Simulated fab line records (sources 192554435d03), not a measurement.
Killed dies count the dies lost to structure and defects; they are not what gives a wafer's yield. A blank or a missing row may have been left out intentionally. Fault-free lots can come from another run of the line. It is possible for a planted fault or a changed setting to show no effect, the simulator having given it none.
Which tool did it? -- flow n5_finfet -- at 1 step of a route of 1938, 12 lots with 36 wafers sampled

## WHAT EACH GAUGE READ, for each wafer
N5_BEOL_M9_CD_MEAS_28: the cd target is 70 nm.
lot,measured,on,cd_nm (nm)
L075,day 10 02:29,cd_sem-02,70.07 70.24 70.29
L076,day 10 13:24,cd_sem-02,69.95 70.12 69.99
L079,day 11 00:11,cd_sem-02,69.77 69.69 70.02
L081,day 11 10:04,cd_sem-01,69.78 69.53 69.66
L082,day 11 15:58,cd_sem-03,70.41 70.03 69.33
L085,day 12 14:59,cd_sem-01,69.92 69.99 70.29
L087,day 13 01:59,cd_sem-03,70.27 69.95 70.15
L090,day 13 16:59,cd_sem-02,70.11 70.35 70.47
L093,day 14 01:24,cd_sem-01,70.00 70.06 70.00
L092,day 14 11:35,cd_sem-03,69.91 70.09 70.12
L095,day 14 22:00,cd_sem-02,69.64 70.08 70.24
L097,day 16 01:07,cd_sem-01,70.60 70.11 69.84

## WHAT TOOL EACH LOT RAN ON (gives the tool, then ch and the chambers of the sampled wafers, and finally the start)
Record: no process step prior to these readings.

## THE ANSWER, worked out from the rows above alone
Rule: the lots themselves supply what counts as usual. The widest of any qualifying gaps counts: lots, ordered by their means at a reading, are off when they make up no more than a third of the lots, leave a main group of 4 or more, and stand apart from it by 3 or more times the standard deviation of that group's means. The tables above print the reading to a certain number of digits; a main group whose means all agree to those digits is not used. A lot without any number at a reading at which 4 lots or more have one is off too. All remaining lots with rows at the step are treated as sound.
None of the lots is off at any reading shown; this tells nothing.

## WHAT THE SIMULATOR PUT IN
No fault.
